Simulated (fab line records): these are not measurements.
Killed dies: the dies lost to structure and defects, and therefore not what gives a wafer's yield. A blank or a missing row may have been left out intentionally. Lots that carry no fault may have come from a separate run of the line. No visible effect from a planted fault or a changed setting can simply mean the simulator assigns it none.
fab line records	flow n5-finfet
[record] lots = 11	wafers = 33	last-day = 16
route steps=1938 shown BEOL_M14@1764 TV_OPEN@1887 PAD_METAL@1895 PASSIVATION@1936
lots with no fault: from the same line, run without faults
start-h: hours from the record's opening day to when the first of the lot's shown wafers began	wait-h: hours since the lot's step before	" the same as in the row above	L1.1+2: several wafers, shown together as one row	- no value present, or no start provided	* or withheld: withheld	< > ~ a bound
route shown NAME@n: NAME is a module with steps in the file, n the number in the route of the first one	usual: mean and standard deviation over wafers with no fault	same: alike in all rows	chamber/n: place in a boat	sites: per-site readings	_std_site: the standard deviation of these	_edge_site: outer sites' mean less inner sites'	radius-mm: for every site, how far away it sits from the centre of the wafer	mask NAME#n: copy n	behind: the most recent tool/chamber to have shaped the wafer	hold: what put the lot on hold/how long, in hours/how the hold closed	device: the transistor (n, p or np) that didn't switch	end of line: the tests these same wafers got at the end of their route	a step given without rows: its recipe and nothing more	killed: not the wafer's yield, but the dies lost to structure and defects at the first sort	map: a wafer's dies, x killed, . not, _ none there
set.NAME: setting as actually run; set.NAME@STEP: the setting as run at that earlier step	model.NAME: the simulator's own value behind a step, which no gauge read
the route's steps for a sample of lots (tables are steps, rows are wafers)
services: a tool's chamber out of use, with start hour (start-h, from the record's first day; less than 0 if before it), hours out, and reason
[[steps]]
[step N5_BEOL_M14_SPUTTER_45]
[recipe] material = Cu	target-thk-a = 1000	temp-c = -20	bias-v = 60	power-w = 26000	chamber-pressure-pa = 0.13	time-s = 16.67
[usual] chuck-gas-flow-sccm = 1.26/0.058	throttle-valve-pct = 29.8/1.1
lot.wafer	tool	chamber	start-h	wait-h	chuck-gas-flow-sccm	throttle-valve-pct
L356.1	pvd-sputter-03	-	270.81	0.0	1.17	30.3
L356.4	"	-	"	"	1.22	28.3
L356.6	"	-	"	"	1.25	29.2
L354.2	pvd-sputter-01	-	276.33	0.0	1.34	29.5
L354.4	"	-	"	"	1.26	26.9
L354.6	"	-	"	"	1.22	30.0
L357.2	pvd-sputter-02	-	287.55	0.0	1.25	29.6
L357.4	"	-	"	"	1.33	29.4
L357.6	"	-	"	"	1.23	29.2
L358.2	pvd-sputter-02	-	308.44	0.0	1.17	31.4
L358.3	"	-	"	"	1.19	29.3
L358.5	"	-	"	"	1.26	31.6
L363.2	pvd-sputter-01	-	341.29	0.0	1.27	30.0
L363.5	"	-	"	"	1.35	30.0
L363.6	"	-	"	"	1.28	29.9
L365.1	pvd-sputter-03	-	344.85	0.0	1.24	28.6
L365.3	"	-	"	"	1.21	30.1
L365.5	"	-	"	"	1.20	30.3
L368.1	pvd-sputter-03	-	347.65	0.0	1.36	29.0
L368.4	"	-	"	"	1.27	28.4
L368.6	"	-	"	"	1.28	30.4
L367.2	pvd-sputter-02	-	348.33	0.0	1.29	29.9
L367.3	"	-	"	"	1.15	29.7
L367.4	"	-	"	"	1.24	29.7
L369.3	pvd-sputter-03	-	350.29	0.0	1.23	31.1
L369.4	"	-	"	"	1.29	30.4
L369.6	"	-	"	"	1.31	29.0
L370.2	pvd-sputter-03	-	359.72	0.0	1.32	30.0
L370.5	"	-	"	"	1.30	28.9
L370.6	"	-	"	"	1.34	30.2
L371.3	pvd-sputter-02	-	371.21	0.0	1.27	29.6
L371.5	"	-	"	"	1.23	31.6
L371.6	"	-	"	"	1.13	29.5
[step N5_PASSIVATION_PASS_ETCH_74]
[recipe] chemistry = CF4/O2	target = SiNx	target-depth-a = 2200	time-s = 110	ion-energy-ev = 100	pressure-mtorr = 40	source-w = 535	bias-w = 49	Ar_flow_sccm = 100	cf4-flow-sccm = 100	O2_flow_sccm = 10
[usual] drypump-motor-current-A = 5.6/0.53	oes-product-au = 0.77/0.081	rf-vpp-V = 242/4	showerhead-plenum-p-Torr = 2.22/0.076	throttle-valve-pct = 16.13/0.23
lot.wafer	tool	chamber	start-h	wait-h	drypump-motor-current-A	oes-product-au	rf-hours-counter-h	rf-vpp-V	showerhead-plenum-p-Torr	throttle-valve-pct
L356.1	rie-diel-05	0	283.68	0.0	5.8	0.80	95	237	2.32	15.98
L356.4	"	3	"	"	6.1	0.83	61	242	2.15	15.72
L356.6	"	1	"	"	5.6	0.80	-	243	2.33	16.23
L354.2	rie-diel-04	1	293.57	0.0	5.0	0.71	188	245	2.28	16.44
L354.4	"	3	"	"	4.9	0.71	197	244	2.26	16.15
L354.6	"	2	"	"	5.1	0.69	-	235	2.10	16.15
L357.2	rie-diel-03	0	301.53	0.0	4.9	0.73	194	241	2.10	16.31
L357.4	"	1	"	"	6.0	0.69	200	239	2.19	16.30
L357.6	"	1	"	"	6.0	0.69	-	239	2.19	16.29
L358.2	rie-diel-04	0	324.15	0.0	5.3	0.69	196	246	2.19	15.88
L358.3	"	3	"	"	4.9	0.71	202	247	2.26	16.17
L358.5	"	2	"	"	5.1	0.69	-	235	2.10	16.18
L365.1	rie-diel-03	1	362.26	0.0	6.0	0.67	220	239	2.19	16.34
L365.3	"	3	"	"	6.3	0.86	60	236	2.16	16.19
L365.5	"	1	"	"	6.1	0.67	-	239	2.19	16.34
L363.2	rie-diel-05	3	362.28	0.0	6.2	0.80	82	240	2.14	15.76
L363.5	"	2	"	"	5.0	0.86	-	245	2.32	16.11
L363.6	"	1	"	"	5.6	0.79	-	244	2.32	16.28
L368.1	rie-diel-03	2	364.95	0.0	6.2	0.88	42	247	2.25	15.75
L368.4	"	1	"	"	6.0	0.67	221	237	2.19	16.34
L368.6	"	3	"	"	6.3	0.85	-	236	2.16	16.19
L367.2	rie-diel-03	0	366.66	0.0	4.9	0.71	217	240	2.09	16.36
L367.3	"	2	"	"	6.1	0.87	42	247	2.25	15.76
L367.4	"	1	"	"	6.0	0.67	222	238	2.19	16.34
L369.3	rie-diel-03	2	370.42	0.0	6.1	0.88	43	248	2.25	15.74
L369.4	"	3	"	"	6.3	0.86	63	237	2.16	16.20
L369.6	"	3	"	"	6.3	0.86	-	236	2.16	16.20
L370.2	rie-diel-04	1	374.27	0.0	4.9	0.70	213	245	2.27	16.48
L370.5	"	0	"	"	5.3	0.69	-	247	2.19	15.91
L370.6	"	1	"	"	4.9	0.70	-	244	2.27	16.48
L371.3	rie-diel-04	3	386.94	0.0	4.9	0.70	220	246	2.25	16.21
L371.5	"	1	"	"	4.9	0.69	-	244	2.27	16.49
L371.6	"	3	"	"	4.9	0.70	-	247	2.25	16.21
[step N5_PASSIVATION_VIA_ETCH_13]
[recipe] chemistry = CHF3/O2	target = SiO2	target-depth-a = 6600	CHF3_flow_sccm = 50	O2_flow_sccm = 5	Ar_flow_sccm = 200	time-s = 330	mask-material = PR	pressure-mtorr = 30	source-w = 650	bias-w = 170	ion-energy-ev = 200	ends = cleared
[usual] CHF3_flow_sccm = 50.01/0.14	drypump-motor-current-A = 5.6/0.53	etch-rf-on-time-s = 236/5.7	oes-product-au = 0.70/0.072	rf-vpp-V = 526/8.3	showerhead-plenum-p-Torr = 2.42/0.082	throttle-valve-pct = 18.99/0.26
lot.wafer	tool	chamber	start-h	wait-h	CHF3_flow_sccm	drypump-motor-current-A	etch-rf-on-time-s	oes-product-au	rf-hours-counter-h	rf-vpp-V	showerhead-plenum-p-Torr	throttle-valve-pct
L356.1	rie-diel-05	0	283.77	0.0	49.82	5.8	232	0.73	96	516	2.52	18.80
L356.4	"	3	"	"	50.07	6.2	237	0.75	61	524	2.34	18.58
L356.6	"	1	"	"	49.94	5.6	235	0.73	-	529	2.54	19.08
L354.2	rie-diel-04	1	293.66	0.0	49.87	4.9	245	0.65	188	530	2.50	19.35
L354.4	"	3	"	"	49.89	4.9	244	0.65	197	534	2.48	19.07
L354.6	"	2	"	"	50.08	5.1	246	0.62	-	513	2.29	19.00
L357.2	rie-diel-03	0	301.62	0.0	49.85	4.9	236	0.66	194	525	2.29	19.20
L357.4	"	1	"	"	50.38	6.1	237	0.62	200	520	2.38	19.10
L357.6	"	1	"	"	50.13	6.1	237	0.63	-	519	2.38	19.10
L358.2	rie-diel-04	0	324.24	0.0	50.03	5.3	232	0.63	197	533	2.39	18.71
L358.3	"	3	"	"	49.97	4.9	234	0.65	202	533	2.47	19.05
L358.5	"	2	"	"	50.05	5.1	231	0.63	-	513	2.29	19.00
L365.1	rie-diel-03	1	362.35	0.0	49.94	6.1	240	0.60	221	519	2.38	19.13
L365.3	"	3	"	"	50.07	6.3	236	0.77	60	514	2.37	19.20
L365.5	"	1	"	"	49.84	6.1	244	0.60	-	518	2.38	19.12
L363.2	rie-diel-05	3	362.37	0.0	49.87	6.2	237	0.74	82	524	2.33	18.61
L363.5	"	2	"	"	50.16	5.0	237	0.77	-	532	2.54	19.01
L363.6	"	1	"	"	50.01	5.6	235	0.71	-	529	2.53	19.12
L368.1	rie-diel-03	2	365.04	0.0	49.86	6.2	228	0.80	42	536	2.45	18.55
L368.4	"	1	"	"	50.14	6.1	243	0.61	221	517	2.38	19.14
L368.6	"	3	"	"	49.86	6.3	242	0.78	-	515	2.37	19.20
L367.2	rie-diel-03	0	366.76	0.0	49.84	4.9	232	0.65	217	525	2.28	19.24
L367.3	"	2	"	"	50.10	6.2	223	0.79	42	538	2.45	18.57
L367.4	"	1	"	"	50.02	6.0	241	0.61	222	519	2.38	19.13
L369.3	rie-diel-03	2	370.51	0.0	50.04	6.1	225	0.78	43	538	2.45	18.55
L369.4	"	3	"	"	50.14	6.3	236	0.78	64	514	2.37	19.20
L369.6	"	3	"	"	50.02	6.3	235	0.78	-	515	2.37	19.19
L370.2	rie-diel-04	1	374.36	0.0	49.73	4.9	242	0.63	213	531	2.49	19.39
L370.5	"	0	"	"	50.02	5.3	247	0.63	-	534	2.38	18.71
L370.6	"	1	"	"	49.98	4.9	243	0.63	-	530	2.49	19.37
L371.3	rie-diel-04	3	387.04	0.0	49.96	4.9	240	0.63	220	534	2.47	19.09
L371.5	"	1	"	"	50.05	4.9	249	0.62	-	529	2.48	19.38
L371.6	"	3	"	"	49.80	4.9	236	0.64	-	535	2.47	19.09
[step N5_PASSIVATION_SPUTTER_20]
[recipe] material = TaN	target-thk-a = 500	temp-c = 25	chamber-pressure-pa = 0.4
[usual] throttle-valve-pct = 29.6/1.1
lot.wafer	tool	chamber	start-h	wait-h	throttle-valve-pct
L356.1	pvd-sputter-01	-	284.46	0.0	30.1
L356.4	"	-	"	"	29.8
L356.6	"	-	"	"	26.8
L354.2	pvd-sputter-02	-	294.17	0.0	29.6
L354.4	"	-	"	"	29.2
L354.6	"	-	"	"	29.4
L357.2	pvd-sputter-02	-	302.42	0.0	29.8
L357.4	"	-	"	"	31.6
L357.6	"	-	"	"	29.5
L358.2	pvd-sputter-02	-	324.84	0.0	29.3
L358.3	"	-	"	"	29.6
L358.5	"	-	"	"	29.4
L365.1	pvd-sputter-03	-	363.08	0.0	28.8
L365.3	"	-	"	"	31.3
L365.5	"	-	"	"	31.2
L363.2	pvd-sputter-01	-	364.31	0.0	26.8
L363.5	"	-	"	"	30.1
L363.6	"	-	"	"	30.3
L368.1	pvd-sputter-02	-	365.84	0.0	29.2
L368.4	"	-	"	"	31.5
L368.6	"	-	"	"	29.6
L367.2	pvd-sputter-01	-	367.49	0.0	30.2
L367.3	"	-	"	"	29.8
L367.4	"	-	"	"	30.2
L369.3	pvd-sputter-03	-	371.20	0.0	30.1
L369.4	"	-	"	"	31.1
L369.6	"	-	"	"	28.9
L370.2	pvd-sputter-01	-	374.92	0.0	30.1
L370.5	"	-	"	"	30.2
L370.6	"	-	"	"	29.8
L371.3	pvd-sputter-01	-	388.09	0.0	30.1
L371.5	"	-	"	"	30.1
L371.6	"	-	"	"	30.1
[step N5_PASSIVATION_PROBE_49]
[usual] defect-limited-yield = 91.4/1.5	killed_at_M0_to_M3 = 35/12	killed_at_M4_up = 13/5.8	killed-at-contacts = 12/5.5	killed-at-front-end = 36/9.9	killed-at-other = 4/3.7	killed-dies = 101/18	killed-on-rim = 13/4.1	killed-open = 66/13	killed-short = 33/8	sort_bin_4_leakage = 0.00/0.016	sort_bin_5_function = 5.0/1	sort_bin_6_memory = 3.2/0.67	sort-n-pass = 1079/18	sort-yield-pct = 91.4/1.5
[same] gross-dies = 1180	killed-at-back-side = 0	sort_bin_8_speed[%] = 0
lot.wafer	tool	chamber	start-h	wait-h	defect-limited-yield[%]	killed_at_M0_to_M3	killed_at_M4_up	killed-at-contacts	killed-at-front-end	killed-at-other	killed-dies	killed-on-rim	killed-open	killed-short	sort_bin_4_leakage[%]	sort_bin_5_function[%]	sort_bin_6_memory[%]	sort-n-pass	sort-yield-pct[%]
L356.1	prober-02	-	290.28	0.0	89.2	47	40	9	30	1	127	17	85	40	0	5.9	4.6	1053	89.2
L356.4	prober-02	-	290.43	0.2	89.9	38	21	9	48	3	119	12	83	36	0	6.4	3.6	1061	89.9
L356.6	prober-02	-	290.53	0.3	89.2	34	29	10	54	1	128	13	88	39	0	6.1	4.6	1052	89.2
L354.2	prober-01	-	299.99	0.1	87.6	40	23	23	55	5	146	26	93	53	0	7.6	4.4	1034	87.6
L354.4	prober-01	-	300.09	0.2	89.6	44	17	8	52	2	123	7	83	38	0	6.1	4.0	1057	89.6
L354.6	prober-01	-	300.19	0.3	89.3	47	19	13	46	1	126	15	83	41	0	5.6	4.3	1054	89.3
L357.2	prober-02	-	308.15	0.1	93.6	26	8	7	32	2	75	14	45	29	0	4.0	2.1	1105	93.6
L357.4	prober-02	-	308.25	0.2	91.9	34	12	7	41	1	95	12	53	41	0	4.7	2.8	1085	91.9
L357.6	prober-02	-	308.35	0.3	91.6	29	15	14	36	5	99	13	61	36	0	5.0	3.1	1081	91.6
L358.2	prober-01	-	330.95	0.1	89.7	40	9	22	40	11	122	17	80	42	0	5.8	4.1	1058	89.7
L358.3	prober-01	-	331.00	0.1	92.4	27	11	17	32	3	90	11	60	29	0	4.5	2.8	1090	92.4
L358.5	prober-01	-	331.10	0.2	90.1	49	16	8	42	2	117	15	63	48	0	4.9	4.0	1063	90.1
L365.1	prober-01	-	368.84	0.0	93.1	26	13	7	35	1	82	7	51	25	0	4.6	1.9	1098	93.1
L365.3	prober-01	-	368.94	0.1	93.6	21	15	4	32	4	76	9	56	20	0	3.8	2.2	1104	93.6
L365.5	prober-01	-	369.04	0.2	92.6	29	9	5	41	3	87	13	59	28	0.17	4.4	2.8	1091	92.5
L363.2	prober-01	-	370.20	0.1	87.2	79	20	17	28	7	151	19	101	47	0	8.1	4.2	1029	87.2
L363.5	prober-01	-	370.35	0.2	88.4	71	17	13	34	2	137	23	78	57	0	7.3	3.7	1043	88.4
L363.6	prober-01	-	370.40	0.3	90.1	34	14	20	47	2	117	15	83	34	0	6.1	3.6	1063	90.1
L368.1	prober-02	-	371.57	0.0	92.6	49	9	1	22	6	87	16	60	25	0	4.2	2.7	1093	92.6
L368.4	prober-02	-	371.72	0.2	90.6	62	18	10	17	4	111	15	75	32	0	5.5	3.5	1069	90.6
L368.6	prober-02	-	371.82	0.3	92.1	49	7	9	22	6	93	12	64	29	0	4.1	3.6	1087	92.1
L367.2	prober-01	-	373.96	0.1	93.2	26	6	3	42	3	80	12	41	31	0	3.6	2.2	1100	93.2
L367.3	prober-01	-	374.01	0.1	91.0	35	9	17	35	10	106	7	64	42	0	4.9	3.9	1074	91.0
L367.4	prober-01	-	374.06	0.2	91.9	34	10	10	22	20	96	8	66	29	0	4.6	3.4	1084	91.9
L369.3	prober-02	-	377.18	0.1	87.3	37	68	13	21	11	150	27	57	32	0	7.0	3.6	1030	87.3
L369.4	prober-02	-	377.23	0.2	79.7	34	158	7	29	11	239	14	56	31	0	13.1	4.2	941	79.7
L369.6	prober-02	-	377.33	0.3	80.0	19	153	16	34	14	236	18	58	36	0	11.0	5.6	944	80.0
L370.2	prober-01	-	380.66	0.1	77.4	50	163	11	37	6	267	14	76	38	0	13.9	5.1	913	77.4
L370.5	prober-01	-	380.81	0.2	78.7	44	159	16	25	7	251	23	74	31	0	13.5	5.3	929	78.7
L370.6	prober-01	-	380.86	0.3	76.6	54	158	32	25	7	276	16	83	49	0	14.3	6.0	904	76.6
L371.3	prober-02	-	393.72	0.1	93.7	22	11	7	25	9	74	8	52	20	0	4.2	2.0	1106	93.7
L371.5	prober-02	-	393.82	0.2	93.1	31	12	8	27	4	82	7	57	23	0	4.8	1.9	1098	93.1
L371.6	prober-02	-	393.87	0.3	92.6	24	18	8	36	1	87	13	50	33	0	3.9	3.0	1093	92.6
// killed by level:class
L356.1 BEOL_M4:geometric-particle:open=26 BEOL_M2:geometric-particle:open=12 BEOL_M0_SAQP:geometric-particle:short=11 BEOL_M3:geometric-particle:open=10 BEOL_M4:geometric-particle:short=9 MOL_CONTACT_COAG:geometric-particle:open=8 GATE_CUT:geometric-particle:short=7 DUMMY_GATE:geometric-particle:open=5
L356.4 STI_FIN_REVEAL:geometric-particle:open=16 BEOL_M2:geometric-particle:open=13 FIN_SAQP:geometric-particle:open=9 BEOL_M3:geometric-particle:open=9 BEOL_M4:geometric-particle:open=9 FIN_SAQP:geometric-particle:short=8 MOL_CONTACT_COAG:geometric-particle:open=5 BEOL_M0_SAQP:geometric-particle:open=5
L356.6 BEOL_M4:geometric-particle:open=15 STI_FIN_REVEAL:geometric-particle:open=14 BEOL_M2:geometric-particle:open=13 MOL_CONTACT_COAG:geometric-particle:open=8 STI_FIN_REVEAL:geometric-particle:short=8 BEOL_M3:geometric-particle:open=7 FIN_SAQP:geometric-particle:open=5 BEOL_M1:geometric-particle:short=5
L354.2 MOL_CONTACT_COAG:geometric-particle:open=20 FIN_SAQP:geometric-particle:short=19 BEOL_M4:geometric-particle:open=14 FIN_SAQP:geometric-particle:open=13 BEOL_M3:geometric-particle:open=9 STI_FIN_REVEAL:geometric-particle:open=6 BEOL_M5:geometric-particle:open=6 BEOL_M0_SAQP:geometric-particle:open=6
L354.4 FIN_SAQP:geometric-particle:open=11 STI_FIN_REVEAL:geometric-particle:open=11 FIN_SAQP:geometric-particle:short=10 BEOL_M3:geometric-particle:open=9 DUMMY_GATE:geometric-particle:open=8 BEOL_M1:geometric-particle:open=8 BEOL_M3:geometric-particle:short=7 BEOL_M4:geometric-particle:open=7
L354.6 FIN_SAQP:geometric-particle:open=18 BEOL_M0_SAQP:geometric-particle:open=12 FIN_SAQP:geometric-particle:short=11 MOL_CONTACT_COAG:geometric-particle:open=7 BEOL_M2:geometric-particle:open=7 MOL_CONTACT_COAG:geometric-particle:short=6 BEOL_M1:geometric-particle:open=6 BEOL_M0_SAQP:geometric-particle:short=5
L357.2 GATE_CUT:geometric-particle:short=7 BEOL_M0_SAQP:geometric-particle:open=7 BEOL_M0_SAQP:geometric-particle:short=6 STARTING-WAFER:geometric-particle:short=6 STI_FIN_REVEAL:geometric-particle:open=4 MOL_CONTACT_COAG:geometric-particle:open=4 BEOL_M2:geometric-particle:open=4 BEOL_M3:geometric-particle:open=4
L357.4 FIN_SAQP:geometric-particle:short=11 BEOL_M3:geometric-particle:open=9 BEOL_M0_SAQP:geometric-particle:open=7 STARTING-WAFER:geometric-particle:short=6 BEOL_M0_SAQP:geometric-particle:short=5 FIN_SAQP:geometric-particle:open=4 MOL_CONTACT_COAG:geometric-particle:open=4 BEOL_M2:geometric-particle:open=4
L357.6 MOL_CONTACT_COAG:geometric-particle:open=11 GATE_CUT:geometric-particle:short=9 BEOL_M0_SAQP:geometric-particle:short=8 FIN_SAQP:geometric-particle:open=7 FIN_SAQP:geometric-particle:short=6 STI_FIN_REVEAL:geometric-particle:open=6 BEOL_M2:geometric-particle:open=6 BEOL_M1:geometric-particle:open=4
L358.2 MOL_CONTACT_COAG:geometric-particle:open=17 BEOL_M0_SAQP:geometric-particle:short=10 BEOL_M2:geometric-particle:open=10 FIN_SAQP:geometric-particle:open=8 FIN_SAQP:geometric-particle:short=8 BEOL_M0_SAQP:geometric-particle:open=7 DUMMY_GATE:geometric-particle:open=6 STI_FIN_REVEAL:geometric-particle:open=6
L358.3 MOL_CONTACT_COAG:geometric-particle:open=14 BEOL_M0_SAQP:geometric-particle:open=9 BEOL_M0_SAQP:geometric-particle:short=8 FIN_SAQP:geometric-particle:short=7 STI_FIN_REVEAL:geometric-particle:open=6 BEOL_M4:geometric-particle:open=5 BEOL_M3:geometric-particle:open=5 FIN_SAQP:geometric-particle:open=4
L358.5 BEOL_M0_SAQP:geometric-particle:short=18 BEOL_M0_SAQP:geometric-particle:open=12 FIN_SAQP:geometric-particle:open=8 BEOL_M4:geometric-particle:open=7 FIN_SAQP:geometric-particle:short=6 BEOL_M3:geometric-particle:open=6 BEOL_M3:geometric-particle:short=6 HKMG_FIN:area-etch=6
L365.1 MOL_CONTACT_COAG:geometric-particle:open=7 BEOL_M0_SAQP:geometric-particle:open=7 BEOL_M1:geometric-particle:open=7 SPACER0:geometric-particle:short=6 GATE_CUT:geometric-particle:short=4 STARTING-WAFER:geometric-particle:open=4 HKMG_FIN:area-etch=4 STI_FIN_REVEAL:geometric-particle:open=3
L365.3 BEOL_M3:geometric-particle:open=9 STARTING-WAFER:geometric-particle:short=5 SPACER0:geometric-particle:short=4 SPACER0:geometric-particle:open=4 GATE_CUT:geometric-particle:open=4 BEOL_M0:geometric-particle:open=4 BEOL_M2:geometric-particle:open=4 BEOL_M8:geometric-particle:open=4
L365.5 BEOL_M0_SAQP:geometric-particle:open=9 BEOL_M1:geometric-particle:open=6 BEOL_M2:geometric-particle:open=6 FIN_SAQP:geometric-particle:short=5 DUMMY_GATE:geometric-particle:open=5 SPACER0:geometric-particle:open=5 GATE_CUT:geometric-particle:short=4 MOL_CONTACT_COAG:geometric-particle:open=4
L363.2 BEOL_M0_SAQP:geometric-particle:open=20 BEOL_M0_SAQP:geometric-particle:short=19 MOL_CONTACT_COAG:geometric-particle:open=12 BEOL_M3:geometric-particle:open=12 STI_FIN_REVEAL:geometric-particle:open=10 BEOL_M1:geometric-particle:open=9 BEOL_M4:geometric-particle:open=8 MOL_CONTACT_COAG:geometric-particle:short=5
L363.5 BEOL_M0_SAQP:geometric-particle:short=26 BEOL_M0_SAQP:geometric-particle:open=16 MOL_CONTACT_COAG:geometric-particle:open=12 FIN_SAQP:geometric-particle:short=9 BEOL_M4:geometric-particle:open=9 BEOL_M1:geometric-particle:open=7 FIN_SAQP:geometric-particle:open=6 BEOL_M1:geometric-particle:short=6
L363.6 MOL_CONTACT_COAG:geometric-particle:open=19 STI_FIN_REVEAL:geometric-particle:open=13 BEOL_M0_SAQP:geometric-particle:short=10 DUMMY_GATE:geometric-particle:open=8 GATE_CUT:geometric-particle:short=6 BEOL_M0_SAQP:geometric-particle:open=6 FIN_SAQP:geometric-particle:open=5 BEOL_M1:geometric-particle:open=5
L368.1 BEOL_M0_SAQP:geometric-particle:open=13 BEOL_M1:geometric-particle:open=9 BEOL_M3:geometric-particle:open=8 DUMMY_GATE:geometric-particle:open=6 BEOL_M0_SAQP:geometric-particle:short=6 BEOL_M2:geometric-particle:short=4 BEOL_M2:geometric-particle:open=4 FIN_SAQP:geometric-particle:short=3
L368.4 BEOL_M0_SAQP:geometric-particle:short=15 BEOL_M0_SAQP:geometric-particle:open=13 BEOL_M0:geometric-particle:open=9 BEOL_M3:geometric-particle:open=8 BEOL_M4:geometric-particle:open=8 MOL_CONTACT_COAG:geometric-particle:open=7 BEOL_M2:geometric-particle:open=7 DUMMY_GATE:geometric-particle:open=3
L368.6 BEOL_M0_SAQP:geometric-particle:open=10 BEOL_M0_SAQP:geometric-particle:short=9 BEOL_M1:geometric-particle:open=9 BEOL_M2:geometric-particle:open=8 FIN_SAQP:geometric-particle:open=7 MOL_CONTACT_COAG:geometric-particle:open=7 BEOL_M1:geometric-particle:short=6 BEOL_M3:geometric-particle:open=6
L367.2 FIN_SAQP:geometric-particle:open=11 FIN_SAQP:geometric-particle:short=9 BEOL_M0_SAQP:geometric-particle:short=7 BEOL_M3:geometric-particle:open=7 HKMG_FIN:area-etch=7 BEOL_M0_SAQP:geometric-particle:open=6 GATE_CUT:geometric-particle:short=4 STARTING-WAFER:geometric-particle:short=3
L367.3 MOL_CONTACT_COAG:geometric-particle:open=14 BEOL_M0_SAQP:geometric-particle:short=13 BEOL_M0_SAQP:geometric-particle:open=10 STI_FIN_REVEAL:geometric-particle:open=8 FIN_SAQP:geometric-particle:short=7 BEOL_M3:geometric-particle:open=6 FIN_SAQP:geometric-particle:open=4 DUMMY_GATE:geometric-particle:open=4
L367.4 PASS1_CAP:geometric-particle:open=9 MOL_CONTACT_COAG:geometric-particle:open=8 BEOL_M0_SAQP:geometric-particle:open=8 PASS1_CAP:geometric-particle:short=7 DUMMY_GATE:geometric-particle:open=6 BEOL_M0_SAQP:geometric-particle:short=6 BEOL_M2:geometric-particle:open=6 BEOL_M3:geometric-particle:open=6
L369.3 BEOL_M14:unspecified=61 MOL_CONTACT_COAG:geometric-particle:open=11 BEOL_M0_SAQP:geometric-particle:short=9 FIN_SAQP:geometric-particle:short=5 BEOL_M0_SAQP:geometric-particle:open=5 BEOL_M0:geometric-particle:open=5 BEOL_M1:geometric-particle:open=5 BEOL_M2:geometric-particle:open=5
L369.4 BEOL_M14:unspecified=150 BEOL_M3:geometric-particle:open=12 FIN_SAQP:geometric-particle:open=7 FIN_SAQP:geometric-particle:short=7 BEOL_M1:geometric-particle:open=5 GATE_CUT:geometric-particle:short=5 MOL_CONTACT_COAG:geometric-particle:open=5 BEOL_M0_SAQP:geometric-particle:short=5
L369.6 BEOL_M14:unspecified=142 MOL_CONTACT_COAG:geometric-particle:open=15 FIN_SAQP:geometric-particle:short=10 FIN_SAQP:geometric-particle:open=7 BEOL_M0_SAQP:geometric-particle:short=6 BEOL_M3:geometric-particle:open=5 DUMMY_GATE:geometric-particle:open=4 BEOL_M4:geometric-particle:open=4
L370.2 BEOL_M14:unspecified=152 BEOL_M3:geometric-particle:open=11 STI_FIN_REVEAL:geometric-particle:open=10 DUMMY_GATE:geometric-particle:open=9 BEOL_M0_SAQP:geometric-particle:open=9 MOL_CONTACT_COAG:geometric-particle:open=8 BEOL_M0_SAQP:geometric-particle:short=8 BEOL_M8:geometric-particle:open=7
L370.5 BEOL_M14:unspecified=145 MOL_CONTACT_COAG:geometric-particle:open=14 BEOL_M0_SAQP:geometric-particle:open=12 BEOL_M2:geometric-particle:open=10 FIN_SAQP:geometric-particle:open=7 BEOL_M3:geometric-particle:open=7 BEOL_M4:geometric-particle:open=6 BEOL_M1:geometric-particle:short=5
L370.6 BEOL_M14:unspecified=142 MOL_CONTACT_COAG:geometric-particle:open=25 BEOL_M1:geometric-particle:short=13 GATE_CUT:geometric-particle:short=10 BEOL_M2:geometric-particle:open=9 BEOL_M4:geometric-particle:open=9 BEOL_M0_SAQP:geometric-particle:open=8 MOL_CONTACT_COAG:geometric-particle:short=7
L371.3 BEOL_M0_SAQP:geometric-particle:open=9 MOL_CONTACT_COAG:geometric-particle:open=7 MIM_TOP:geometric-particle:open=6 STI_FIN_REVEAL:geometric-particle:open=4 GATE_CUT:geometric-particle:open=4 BEOL_M0_SAQP:geometric-particle:short=4 FIN_SAQP:geometric-particle:open=3 GATE_CUT:geometric-particle:short=3
L371.5 STI_FIN_REVEAL:geometric-particle:open=10 BEOL_M4:geometric-particle:open=8 BEOL_M1:geometric-particle:open=7 BEOL_M2:geometric-particle:open=7 MOL_CONTACT_COAG:geometric-particle:open=6 BEOL_M0_SAQP:geometric-particle:open=6 BEOL_M0_SAQP:geometric-particle:short=3 BEOL_M3:geometric-particle:open=3
L371.6 BEOL_M4:geometric-particle:open=10 BEOL_M0_SAQP:geometric-particle:short=8 BEOL_M3:geometric-particle:open=8 MOL_CONTACT_COAG:geometric-particle:open=7 FIN_SAQP:geometric-particle:short=6 FIN_SAQP:geometric-particle:open=6 BEOL_M0_SAQP:geometric-particle:open=5 STI_FIN_REVEAL:geometric-particle:open=4
[[services]]
tool	chamber	start-h	hours	kind
rie-diel-05	3	251.62	3.5	repair
rie-diel-03	-	253.91	0.7	repair
rie-diel-04	3	309.13	11.7	repair
rie-diel-04	1	326.22	4.5	repair
rie-diel-04	3	358.52	5.5	repair
rie-diel-04	2	371.62	-	clean
rie-diel-04	2	371.62	-	consumable-replace:focus-ring
rie-diel-04	2	371.62	-	consumable-replace:showerhead
rie-diel-04	2	371.62	24.5	scheduled-down
rie-diel-04	2	371.62	24.5	vent-cycle
[[key]]
[first-sign] step = N5_PASSIVATION_PROBE_49	reading = killed_at_M4_up	direction = up	sigmas = 22	usual = 13	struck = 143
[effect] step = N5_PASSIVATION_PROBE_49	reading = defect-limited-yield	direction = down	sigmas = 7.5	usual = 91.4	struck = 80.0
[more-kills-born-at] N5_BEOL_M14_SPUTTER_45@pvd-sputter-03 = 792
met-at N5_BEOL_M14_SPUTTER_45
struck-lots L369,L370
not-acting-at N5_PASSIVATION_PASS_ETCH_74,N5_PASSIVATION_VIA_ETCH_13,N5_PASSIVATION_SPUTTER_20
onset-between 347.65 350.29
[fault] kind = chamber-particle-source	tool = pvd-sputter-03	chamber = -	onset-h = 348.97	steps = N5_BEOL_M14_SPUTTER_45	rate-per-visit-cm2 = 1.4837	end-h = 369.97
